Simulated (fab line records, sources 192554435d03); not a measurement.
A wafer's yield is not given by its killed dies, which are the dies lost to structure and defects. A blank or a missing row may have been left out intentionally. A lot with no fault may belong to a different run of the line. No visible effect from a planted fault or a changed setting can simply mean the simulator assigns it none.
Matching of chambers -- flow n5Finfet -- pecvd-01 running N5_BEOL_M9_PECVD_70: 3 sister chambers
The step deposits SiO2 from TEOS/O2, target thk 20 nm, time 22.7 s. 6 wafers are shown with their chamber, then 8 later ones without.

## WAFERS, EACH WITH ITS CHAMBER
wafer,chamber,showerheadVppV (V),throttleValvePct (%)
L080.5,1,1255,23.7
L084.1,1,1281,23.3
L084.5,2,1389,21.0
L082.4,2,1389,20.8
L082.5,0,1162,23.0
L085.2,0,1162,22.9

## WAFERS MISSING THEIR CHAMBER
wafer,showerheadVppV (V),throttleValvePct (%)
L085.5,1147,22.9
L085.6,1243,23.5
L088.1,1169,22.9
L088.2,1238,23.3
L088.3,1384,20.9
L096.1,1270,23.3
L096.3,1385,21.0
L096.5,1270,23.5

## WHICH CHAMBER EACH WENT THROUGH
wafer,from the rows above,in truth
L085.5,0,0
L085.6,1,1
L088.1,0,0
L088.2,1,1
L088.3,2,2
L096.1,1,1
L096.3,2,2
L096.5,1,1
Correct placement for 8 of the 8. Not placeable from these rows: 0. Placed wrongly: 0.
How it was worked out, from the rows above alone: a wafer's distance from a chamber is the root of the sum, over the readings, of the square of ((its reading less the chamber's mean) divided by the reading's scatter). If the next closest chamber is less than 2 further off than the closest, the wafer can't be placed; otherwise it belongs to the closest. For every chamber, the mean is computed from those of its wafers that are shown. The scatter is the square root of a quotient: the sum, over the shown wafers, of each reading's squared deviation from its chamber's mean, divided by wafers minus chambers.
